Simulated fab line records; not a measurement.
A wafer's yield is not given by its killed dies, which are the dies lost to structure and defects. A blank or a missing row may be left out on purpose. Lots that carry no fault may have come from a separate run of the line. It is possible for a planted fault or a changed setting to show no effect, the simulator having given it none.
fab line records	flow nandHarc
record: lots: 5	wafers: 14	lastDay: 34
route steps=1302 shown A_CONTACT@1009 END@1302
lots with no fault: from the same line, run without faults
startH: the number of hours between the record's first day and the start of the first shown wafer of the lot	waitH: time in hours since the lot's previous step	" same as the row above	L1.1+2: one row covering several wafers at once	- value missing, or start not given	* or withheld: withheld	< > ~ a bound
route shown NAME@n: names a module that has steps shown in the file, with the first one's number in the route	usual: mean/standard deviation of fault-free wafers	same: alike in all rows	chamber/n: place in a boat	sites: each site's reading	_std_site: their standard deviation	_edge_site: the outer-site mean with the inner-site mean subtracted	radiusMm: for every site, how far away it sits from the centre of the wafer	mask NAME#n: copy n	behind: the tool/chamber that last shaped the wafer	hold: cause of the lot's hold/its duration in hours/its outcome	device: transistor that didn't switch, given as n, p or np	end of line: the route-end tests of the same wafers	step lacking rows: just its recipe	killed: count of dies lost to structure and defects at first sort (not the wafer's yield)	map: shows each die of a wafer: x if killed, . if not, _ if none is there
set.NAME: the setting that was run; set.NAME@STEP: the one run at that earlier step	model.NAME: the simulator's own value behind a step, which no gauge read
lots at some steps of the route; a table a step, a row a wafer
services: a tool's chamber out of use, with start hour (startH, from the record's first day; less than 0 if before it), hours out, and reason
== steps ==
step: NHARC_A_CONTACT_ETCH_115
recipe: sourceW: withheld	pressureMtorr: 20	biasV: 3000	timeS: 190	targetDepthA: 18500	arFlowSccm: withheld	c4f8FlowSccm: withheld	o2FlowSccm: withheld	chemistry: C4F8/O2/Ar
step: NHARC_A_CONTACT_ETCH_116
recipe: sourceW: withheld	pressureMtorr: 20	biasV: 3000	timeS: 190	targetDepthA: 18500	arFlowSccm: withheld	c4f8FlowSccm: withheld	o2FlowSccm: withheld	chemistry: C4F8/O2/Ar
step: NHARC_A_CONTACT_ETCH_117
recipe: sourceW: withheld	pressureMtorr: 20	biasV: 3000	timeS: 190	targetDepthA: 18500	arFlowSccm: withheld	c4f8FlowSccm: withheld	o2FlowSccm: withheld	chemistry: C4F8/O2/Ar
step: NHARC_A_CONTACT_ETCH_118
recipe: sourceW: withheld	pressureMtorr: 20	biasV: 3000	timeS: 190	targetDepthA: 18500	arFlowSccm: withheld	c4f8FlowSccm: withheld	o2FlowSccm: withheld	chemistry: C4F8/O2/Ar
same: timeS: 190
lot.wafer	tool	chamber	startH	waitH	rfHoursCounterH
L219.1	harCapEtch-03	0	528.65	0.1	48
L219.4	"	0	"	"	-
L219.6	"	0	"	"	-
L225.1	harCapEtch-01	0	604.84	0.1	17
L225.3	"	1	"	"	-
L225.6	"	0	"	"	-
L234.1	harCapEtch-01	0	680.40	0.1	31
L234.2	"	1	"	"	31
L234.5	"	0	"	"	-
L236.1	harCapEtch-03	0	709.04	0.1	78
L236.4	"	1	"	"	-
L236.5	"	1	"	"	-
L237.3	harCapEtch-01	1	724.47	0.1	-
L237.6	"	0	"	"	-
step: NHARC_A_CONTACT_ETCH_119
recipe: sourceW: withheld	pressureMtorr: 20	biasV: 3000	timeS: 190	targetDepthA: 18500	arFlowSccm: withheld	c4f8FlowSccm: withheld	o2FlowSccm: withheld	chemistry: C4F8/O2/Ar
same: timeS: 190
lot.wafer	tool	chamber	startH	waitH	rfHoursCounterH
L219.1	harCapEtch-03	0	528.83	0.1	48
L219.4	"	0	"	"	-
L219.6	"	0	"	"	-
L225.1	harCapEtch-01	0	605.01	0.1	17
L225.3	"	1	"	"	-
L225.6	"	0	"	"	-
L234.1	harCapEtch-01	0	680.57	0.1	31
L234.2	"	1	"	"	31
L234.5	"	0	"	"	-
L236.1	harCapEtch-03	0	709.21	0.1	78
L236.4	"	1	"	"	-
L236.5	"	1	"	"	-
L237.3	harCapEtch-01	1	724.64	0.1	-
L237.6	"	0	"	"	-
step: NHARC_A_CONTACT_ETCH_120
recipe: sourceW: withheld	pressureMtorr: 20	biasV: 3000	timeS: 190	targetDepthA: 18500	arFlowSccm: withheld	c4f8FlowSccm: withheld	o2FlowSccm: withheld	chemistry: C4F8/O2/Ar
step: NHARC_A_CONTACT_ETCH_121
recipe: sourceW: withheld	pressureMtorr: 20	biasV: 3000	timeS: 190	targetDepthA: 18500	arFlowSccm: withheld	c4f8FlowSccm: withheld	o2FlowSccm: withheld	chemistry: C4F8/O2/Ar
same: timeS: 190
lot.wafer	tool	chamber	startH	waitH	rfHoursCounterH
L219.1	harCapEtch-03	0	529.17	0.1	48
L219.4	"	0	"	"	-
L219.6	"	0	"	"	-
L225.1	harCapEtch-01	0	605.35	0.1	17
L225.3	"	1	"	"	-
L225.6	"	0	"	"	-
L234.1	harCapEtch-01	0	680.91	0.1	31
L234.2	"	1	"	"	31
L234.5	"	0	"	"	-
L236.1	harCapEtch-03	0	709.56	0.1	78
L236.4	"	1	"	"	-
L236.5	"	1	"	"	-
L237.3	harCapEtch-01	1	724.98	0.1	-
L237.6	"	0	"	"	-
step: NHARC_A_CONTACT_ETCH_122
recipe: sourceW: withheld	pressureMtorr: 20	biasV: 3000	timeS: 190	targetDepthA: 18500	arFlowSccm: withheld	c4f8FlowSccm: withheld	o2FlowSccm: withheld	chemistry: C4F8/O2/Ar
step: NHARC_A_CONTACT_ETCH_123
recipe: sourceW: withheld	pressureMtorr: 20	biasV: 400	timeS: 490	targetDepthA: 21100	arFlowSccm: withheld	c4f8FlowSccm: 11.5	o2FlowSccm: 7.2	chemistry: C4F8/O2/Ar
step: NHARC_A_CONTACT_ETCH_90
recipe: targetDepthA: 400	overEtchFrac: 0.5	timeS: 85.7	ionEnergyEv: 120	ch3fFlowSccm: 50	o2FlowSccm: 30	arFlowSccm: 200	rfW: 500	biasW: 100	chemistry: CH3F/O2
step: NHARC_A_CONTACT_ETCH_96
recipe: targetDepthA: 200	overEtchFrac: 0.5	timeS: 10	ionEnergyEv: 250	c4f6FlowSccm: 25	o2FlowSccm: 20	arFlowSccm: 500	rfW: 600	biasW: 500	chemistry: C4F6/O2
step: NHARC_A_CONTACT_CD_MEAS_53
usual: cdNm: 290.0/0.81
lot.wafer	tool	chamber	startH	waitH	cdNm
L219.1	cdSem-03	-	530.74	-	289.7
L219.4	"	-	"	"	289.8
L219.6	"	-	"	"	289.9
L225.1	cdSem-03	-	606.89	-	289.5
L225.3	"	-	"	"	290.0
L225.6	"	-	"	"	290.1
L234.1	cdSem-01	-	682.45	-	290.6
L234.2	"	-	"	"	290.6
L234.5	"	-	"	"	290.4
L236.1	cdSem-03	-	711.12	-	290.0
L236.4	"	-	"	"	290.2
L236.5	"	-	"	"	290.4
L237.3	cdSem-01	-	726.46	-	289.3
L237.6	"	-	"	"	289.5
step: NHARC_A_CONTACT_STRIP_99
recipe: n2FlowSccm: 150	h2FlowSccm: 150	arFlowSccm: 0	biasW: 0	chemistry: N2/H2
lot.wafer	tool	chamber	startH	waitH
L219.4+1+6	rieDiel-13	2,3,2	530.83	0.1
L225.1+3+6	rieDiel-12	0,2,0	606.97	0.1
L234.2+1+5	rieDiel-02	1,0,2	682.52	0.1
L236.1+5+4	rieDiel-12	0,1,3	711.19	0.1
L237.3+6	rieDiel-02	0	726.53	0.1
step: NHARC_A_CONTACT_STRIP_100
recipe: cf4FlowSccm: 100	chf3FlowSccm: 30	arFlowSccm: 0	biasW: 0	chemistry: CF4/CHF3
step: NHARC_A_CONTACT_STRIP_101
recipe: o2FlowSccm: 400	cosFlowSccm: 20	arFlowSccm: 0	biasW: 0	chemistry: O2/COS
step: NHARC_A_CONTACT_ETCH_102
recipe: targetDepthA: 1000	overetchA: 100	timeS: 55	ionEnergyEv: 100	cf4FlowSccm: 80	o2FlowSccm: 20	arFlowSccm: 0	rfW: 300	biasW: 100	chemistry: CF4/O2
step: NHARC_A_CONTACT_STRIP_55
recipe: o2FlowSccm: 500	arFlowSccm: 0	biasW: 0	chemistry: O2
step: NHARC_A_CONTACT_STRIP_56
recipe: timeS: 600	tempC: 30	chemistry: postEtchResidueRemover
step: NHARC_A_CONTACT_DEP_57
recipe: targetThkA: 53000	tempC: 400	material: aC
usual: throttleValvePct: 35.001/0.0086
lot.wafer	tool	chamber	startH	waitH	throttleValvePct
L219.1	aclDep-02	0	532.83	-	35.002
L219.4	"	0	534.43	-	34.995
L219.6	"	0	535.50	-	35.001
L225.1	aclDep-03	0	607.91	-	35.010
L225.3	"	0	608.99	-	34.990
L225.6	"	0	610.60	-	35.007
L234.1	aclDep-03	0	683.40	-	34.993
L234.2	"	0	"	"	35.002
L234.5	"	0	685.55	-	34.998
L236.1	aclDep-02	0	713.44	-	34.995
L236.4	"	0	715.06	-	35.009
L236.5	"	0	"	"	34.994
L237.3	aclDep-03	0	728.94	-	35.004
L237.6	"	0	730.54	-	35.011
step: NHARC_A_CONTACT_DEP_58
recipe: targetThkA: 900	targetThkNm: 90	tempC: 400	pressureTorr: 3.5	flowSccm: 200	rfW: 350	material: SiON
usual: heaterPowerW: 713/100
lot.wafer	tool	chamber	startH	waitH	heaterPowerW	sinceWetCleanH
L219.1	pecvd-02	2	536.08	2.7	660	115
L219.6	"	0	"	"	617	-
L219.4	"	1	"	"	783	-
L225.1	pecvd-02	1	611.17	2.7	765	9
L225.3	"	0	"	"	561	9
L225.6	"	2	"	"	703	-
L234.2	pecvd-02	2	686.65	2.2	693	84
L234.1	"	1	"	"	788	84
L234.5	"	2	"	"	656	-
L236.1	pecvd-03	2	716.76	2.8	691	156
L236.4	"	0	"	"	678	-
L236.5	"	1	"	"	822	-
L237.3	pecvd-02	2	731.10	1.6	582	129
L237.6	"	0	"	"	557	-
step: NHARC_A_CONTACT_DEHYDRATE_59
recipe: tempC: 150	timeS: 120
step: NHARC_A_CONTACT_HMDS_60
recipe: timeS: 30
step: NHARC_A_CONTACT_COAT_61
recipe: tempC: 260	timeS: 75
step: NHARC_A_CONTACT_COAT_62
recipe: tempC: 225	timeS: 65
step: NHARC_A_CONTACT_COAT_63
recipe: spinRpm: 1500	resistThkNm: 90
step: NHARC_A_CONTACT_SOFTBAKE_64
recipe: tempC: 105	timeS: 55
step: NHARC_A_CONTACT_EBR_65
step: NHARC_A_CONTACT_EXPOSE_66
recipe: na: 1.35	sigmaOuter: 0.8	doseMj: 59.02	maskId: A_CC_2
step: NHARC_A_CONTACT_PEB_67
recipe: pebTempC: 100	pebTimeS: 65
step: NHARC_A_CONTACT_DEVELOP_68
recipe: developTimeS: 35	devTempC: 23
step: NHARC_A_CONTACT_CD_MEAS_69
recipe: targetCdNm: 300	landingEnergyEv: 500
usual: cdNm: 299.8/0.48
lot.wafer	tool	chamber	startH	waitH	cdNm
L219.1	cdSem-02	0	536.67	-	300.8
L219.4	"	0	"	"	300.3
L219.6	"	0	"	"	300.3
L225.1	cdSem-01	0	611.76	-	300.4
L225.3	"	0	"	"	300.1
L225.6	"	0	"	"	300.0
L234.1	cdSem-02	0	687.33	-	300.0
L234.2	"	0	"	"	299.7
L234.5	"	0	"	"	299.6
L236.1	cdSem-01	0	717.42	-	299.1
L236.4	"	0	"	"	299.9
L236.5	"	0	"	"	299.7
L237.3	cdSem-03	0	731.70	-	299.0
L237.6	"	0	"	"	299.8
step: NHARC_A_CONTACT_OVL_MEAS_70
usual: overlayXNm: -0.1/0.92	overlayYNm: -0.3/0.98
lot.wafer	tool	chamber	startH	waitH	overlayXNm	overlayYNm
L219.1	overlay-02	-	536.76	-	-1.0	-0.7
L219.4	"	-	"	"	-1.1	-1.1
L219.6	"	-	"	"	-1.1	-1.2
L225.1	overlay-01	-	611.85	-	-1.0	-0.9
L225.3	"	-	"	"	-0.4	-0.2
L225.6	"	-	"	"	-0.8	-0.1
L234.1	overlay-02	-	687.42	-	1.3	1.5
L234.2	"	-	"	"	1.0	1.2
L234.5	"	-	"	"	1.3	0.8
L236.1	overlay-01	-	717.51	-	-0.5	0.2
L236.4	"	-	"	"	-0.6	0.5
L236.5	"	-	"	"	-0.6	0.6
L237.3	overlay-02	-	731.78	-	1.3	0.7
L237.6	"	-	"	"	1.1	1.4
step: NHARC_END_SORT_01
recipe: tempC: 25
usual: killedAtArray: 58/18	killedAtOther: 1.0/1.5	killedAtPeriphery: 4/3.1	killedDies: 64/18	killedOpen: 3.4/1.9	killedShort: 2.7/1.7
same: grossDies: 677
lot.wafer	tool	chamber	startH	waitH	killedAtArray	killedAtOther	killedAtPeriphery	killedDies	killedOpen	killedShort
L234.1	prober-02	0	747.84	2.5	85	1	2	88	3	4
L234.2	prober-02	0	748.64	2.8	97	1	2	100	1	6
L234.5	prober-02	0	751.05	3.7	93	1	3	97	6	3
L237.3	prober-01	0	817.22	3.1	122	0	0	122	2	1
L237.6	prober-01	0	819.61	4.0	126	0	1	127	1	1
killed by level:class
L234.1 A_SLIT:chamberFilmFlake=30 A_CHANNEL_HOLE_D1:chamberFilmFlake=29 A_CHANNEL_HOLE_D2:chamberFilmFlake=14 A_WL_FILL:geometricParticle:short=2 A_CHANNEL_FILL_D2:chamberFilmFlake=2 A_WL_FILL:chamberFilmFlake=2 P_CONTACT:geometricParticle:short=1 P_M2:geometricParticle:open=1
L234.2 A_CHANNEL_HOLE_D1:chamberFilmFlake=38 A_SLIT:chamberFilmFlake=25 A_CHANNEL_HOLE_D2:chamberFilmFlake=20 A_CONTACT:chamberFilmFlake=3 A_STAIRCASE:chamberFilmFlake=3 A_WL_FILL:chamberFilmFlake=2 P_M0:geometricParticle:short=1 A_CHANNEL_HOLE_D1:geometricParticle:short=1
L234.5 A_CHANNEL_HOLE_D1:chamberFilmFlake=35 A_SLIT:chamberFilmFlake=27 A_CHANNEL_HOLE_D2:chamberFilmFlake=19 A_CHANNEL_FILL_D1:geometricParticle:open=2 A_CONTACT:chamberFilmFlake=2 P_CONTACT:geometricParticle:open=1 A_CHANNEL_FILL_D1:geometricParticle:short=1 A_DECK1_JOINT:geometricParticle:short=1
L237.3 A_CONTACT:unspecified=67 A_SLIT:chamberFilmFlake=28 A_CHANNEL_HOLE_D2:chamberFilmFlake=16 A_STAIRCASE:chamberFilmFlake=2 A_CONTACT:chamberFilmFlake=2 A_CHANNEL_FILL_D1:geometricParticle:open=1 A_ONON_D2:geometricParticle:open=1 A_M1:geometricParticle:short=1
L237.6 A_CONTACT:unspecified=67 A_SLIT:chamberFilmFlake=36 A_CHANNEL_HOLE_D2:chamberFilmFlake=18 A_ONON_D1:geometricParticle:short=1 A_CHANNEL_FILL_D2:geometricParticle:open=1 P_ZERO_WELL:chamberFilmFlake=1 A_CHANNEL_HOLE_D1:chamberFilmFlake=1 A_STAIRCASE:chamberFilmFlake=1
map L237.6 (x killed, . not)
____________.____________
_________...x..._________
_______..........._______
______.............______
_____..............._____
____.................____
____.................____
___...................___
___...................___
__.....................__
__.....................__
_......................._
_......................._
_......................._
_......................._
_.x....................._
.........................
.........................
.......x.................
.x.......................
.......x......x..........
_..........x...x........_
_.......x........x......_
_....x..x..x...x.xxx...._
_.....xxxxxxx..xxxxx...._
_......xxxx...xxxxxx...._
__....xxxxxx...xxxxxx..__
__...xxxxx.xxxxxxxxxx..__
___..xxxxxx.xxxxxxxxx.___
___..xxxx.xx...xxxxxxx___
____...xxxxx...xxxxxx____
____..xx.......xxxxxx____
_____..xxx...xxxxxxx_____
______.........x..x______
_______..x......x._______
_________......._________
____________.____________
map L234.2 (x killed, . not)
____________.____________
_________......._________
_______..........._______
______......xx.....______
_____..............._____
____...x........x....____
____.............xxx.____
___............xx..x..___
___.............xxx...___
__.............x.xxx...__
__..............xx.xxx.__
_..............xxxxx...x_
_xx...........x.xxxx...._
_..............x.xxx...._
_.........x....xxx.x...._
_......................._
................xx.......
........................x
.............x...........
.........................
.........................
_.........x............._
_.......xxx............._
_.......xx.x............_
_......xxxxxxx.........._
_......xxxxxx.x.x......._
__.x.x.xxxxx.xx....x...__
__....xxxxxxx........x.__
___.....xx.x..........___
___.....xxx...........___
____...xx............____
____...xx............____
_____....x.........._____
______...x.........______
_______..........._______
_________......._________
____________.____________
== services ==
tool	chamber	startH	hours	kind
harCapEtch-01	0	514.35	-	clean
harCapEtch-01	1	514.35	-	clean
rieDiel-13	-	519.58	9.0	pm
rieDiel-02	3	538.62	6.4	repair
pecvd-03	1	542.80	23.6	repair
pecvd-03	-	547.75	13.0	pm
rieDiel-13	-	556.80	1.1	repair
rieDiel-02	-	571.06	9.0	pm
rieDiel-12	2	574.55	3.9	repair
pecvd-02	-	589.32	13.0	pm
aclDep-02	-	610.39	13.0	pm
rieDiel-12	-	622.48	9.0	pm
rieDiel-13	0	653.55	4.0	repair
rieDiel-02	-	663.47	0.3	repair
aclDep-03	-	665.05	13.0	pm
rieDiel-12	-	669.03	5.1	repair
pecvd-02	-	669.94	1.5	repair
pecvd-03	2	674.89	8.4	repair
pecvd-02	0	686.03	11.0	repair
rieDiel-13	2	687.26	5.3	repair
rieDiel-13	-	696.58	9.0	pm
pecvd-02	-	706.56	0.3	repair
rieDiel-12	2	710.59	2.6	repair
pecvd-03	-	728.75	13.0	pm
== key ==
firstSign: step: NHARC_END_SORT_01	reading: killedAtArray	direction: up	sigmas: 3.7	usual: 58	struck: 124
effect: step: NHARC_END_SORT_01	reading: killedDies	direction: up	sigmas: 3.4	usual: 64	struck: 124
moreKillsBornAt: NHARC_A_CONTACT_STRIP_99@rieDiel-02: 133
metAt NHARC_A_CONTACT_STRIP_99
struckWafers L237.3,L237.6
testerLeftOut L237
onsetBetween 682.52 726.53
alsoFits time
fault: kind: chamberParticleSource	tool: rieDiel-02	chamber: 0	onsetH: 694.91	steps: NHARC_A_CONTACT_STRIP_99	ratePerVisitCm2: 0.45885	endH: 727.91
testerLeftOut: of these lots the tester's yield and bins aren't shown, on N5 and GAA mostly nor the transistor test; their killed dies are dies lost to structure and defects alone, not to doping, threshold or leakage, so they don't give the yield
